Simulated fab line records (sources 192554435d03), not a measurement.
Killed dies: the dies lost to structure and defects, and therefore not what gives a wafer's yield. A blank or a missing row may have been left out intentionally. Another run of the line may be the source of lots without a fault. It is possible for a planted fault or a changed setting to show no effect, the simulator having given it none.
Split-lot experiment | flow n5-finfet | 39 wafers read from 7 lots, route of 1938 steps

== THE SPLIT ==
At N5_BEOL_M6_ALD_77 (deposits TaN, target thk 2 nm, pulse time 2 s, purge time 3 s), the setting ald-cycles was moved away from the recipe's 40 on 9 of the 39 wafers read, by -35.0% to +55.0%. This setting was run at the recipe's value on the other wafers.

The split's own step is where the reading is taken.

== THE READING ==
TaN_of_BEOL_M6_ALD_77.thk-nm (the simulator's own value, which no gauge read), in nm, at N5_BEOL_M6_ALD_77 (deposits TaN, target thk 2 nm, pulse time 2 s, purge time 3 s). The file does not state a usual value for it.

wafer  | tool, chamber at the split | ald-cycles as run | against the recipe | TaN_of_BEOL_M6_ALD_77.thk-nm, nm | against lot-mates on the recipe
L077.1 | ald-metal-03, 3,0,3        | 26                | -35.0%             | 1.4                              | -0.6
L077.2 | ald-metal-03, 3,0,3        | 26                | -35.0%             | 1.4                              | -0.6
L077.4 | ald-metal-03, 3,0,3        | 26                | -35.0%             | 1.4                              | -0.6
L077.3 | ald-metal-03, 2,0,2        | 40                | recipe             | 2                                | -
L077.5 | ald-metal-03, 2,0,2        | 40                | recipe             | 2                                | -
L077.6 | ald-metal-03, 2,0,2        | 40                | recipe             | 2                                | -
L079.1 | ald-metal-04, 0,1,3        | 40                | recipe             | 2                                | -
L079.2 | ald-metal-04, 0,1,3        | 40                | recipe             | 2                                | -
L079.3 | ald-metal-04, 0,1,3        | 40                | recipe             | 2                                | -
L079.4 | ald-metal-04, 2,3          | 62                | +55.0%             | 3                                | +1.0
L079.5 | ald-metal-04, 2,3          | 62                | +55.0%             | 3                                | +1.0
L079.6 | ald-metal-04, 0            | 62                | +55.0%             | 3.2                              | +1.2
L081.1 | ald-metal-04, 1,2,0,3,2,3  | 40                | recipe             | 2                                | -
L081.2 | ald-metal-04, 1,2,0,3,2,3  | 40                | recipe             | 2                                | -
L081.3 | ald-metal-04, 1,2,0,3,2,3  | 40                | recipe             | 2                                | -
L081.4 | ald-metal-04, 1,2,0,3,2,3  | 40                | recipe             | 2                                | -
L081.5 | ald-metal-04, 1,2,0,3,2,3  | 40                | recipe             | 2                                | -
L081.6 | ald-metal-04, 1,2,0,3,2,3  | 40                | recipe             | 2                                | -
L088.1 | ald-metal-01, 0,1,3,2,2,1  | 40                | recipe             | 2                                | -
L088.2 | ald-metal-01, 0,1,3,2,2,1  | 40                | recipe             | 2                                | -
L088.3 | ald-metal-01, 0,1,3,2,2,1  | 40                | recipe             | 2                                | -
L088.4 | ald-metal-01, 0,1,3,2,2,1  | 40                | recipe             | 2                                | -
L088.5 | ald-metal-01, 0,1,3,2,2,1  | 40                | recipe             | 2                                | -
L088.6 | ald-metal-01, 0,1,3,2,2,1  | 40                | recipe             | 2                                | -
L089.1 | ald-metal-04, 0,1,3,2,0,3  | 40                | recipe             | 2                                | -
L089.2 | ald-metal-04, 0,1,3,2,0,3  | 40                | recipe             | 2                                | -
L089.3 | ald-metal-04, 0,1,3,2,0,3  | 40                | recipe             | 2                                | -
L089.4 | ald-metal-04, 0,1,3,2,0,3  | 40                | recipe             | 2                                | -
L089.5 | ald-metal-04, 0,1,3,2,0,3  | 40                | recipe             | 2                                | -
L089.6 | ald-metal-04, 0,1,3,2,0,3  | 40                | recipe             | 2                                | -
L092.1 | ald-metal-03, 1,2,1        | 40                | recipe             | 2                                | -
L092.5 | ald-metal-03, 1,2,1        | 40                | recipe             | 2                                | -
L092.6 | ald-metal-03, 1,2,1        | 40                | recipe             | 2                                | -
L092.2 | ald-metal-03, 3,0,2        | 47                | +17.5%             | 2.4                              | +0.4
L092.3 | ald-metal-03, 3,0,2        | 47                | +17.5%             | 2.4                              | +0.4
L092.4 | ald-metal-03, 3,0,2        | 47                | +17.5%             | 2.4                              | +0.4
L094.1 | ald-metal-03, 2,1,3        | 40                | recipe             | 2                                | -
L094.2 | ald-metal-03, 2,1,3        | 40                | recipe             | 2                                | -
L094.5 | ald-metal-03, 2,1,3        | 40                | recipe             | 2                                | -
If several chambers appear in one row, that row covers several wafers at once and the file leaves open which wafer was in which chamber.

THE FIT
A straight line over all 39 wafers: TaN_of_BEOL_M6_ALD_77.thk-nm changes by +0.0189 nm for each +1% of ald-cycles; r = +0.99; the points scatter about the line by 0.036 nm.
The same after taking each lot's own level away (the mean of its wafers on the recipe; 39 wafers): +0.0189 nm for each +1%; r = +0.99; scatter 0.036 nm.
Per that fit: largest ald-cycles move, reading shift of 1 nm.
The lots' own levels span 2.00 to 2.00 nm.
So the lot-to-lot level changes the slope little: the two slopes agree.
Check: with one of the wafers moved furthest among these (+55.0%) left out of the fit, the line predicts +1.07 nm for it against its lot-mates. Against them it came out at +1 nm.

== OTHER SPLITS ON THESE WAFERS ==
These wafers also went through other splits before the reading. Each is held against what the fit with the lots' levels taken away leaves over:
other split on the same wafers   | wafers away from the commonest value | r with TaN_of_BEOL_M6_ALD_77.thk-nm (lot level and that fit taken away)
N5_BEOL_M4_TRENCH_ETCH_37 time-s | 18                                   | +0.11

== FILE'S OWN FIT ==
TaN_of_BEOL_M6_ALD_77.thk-nm changes by +0.019 nm for each +1% of ald-cycles, r = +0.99.
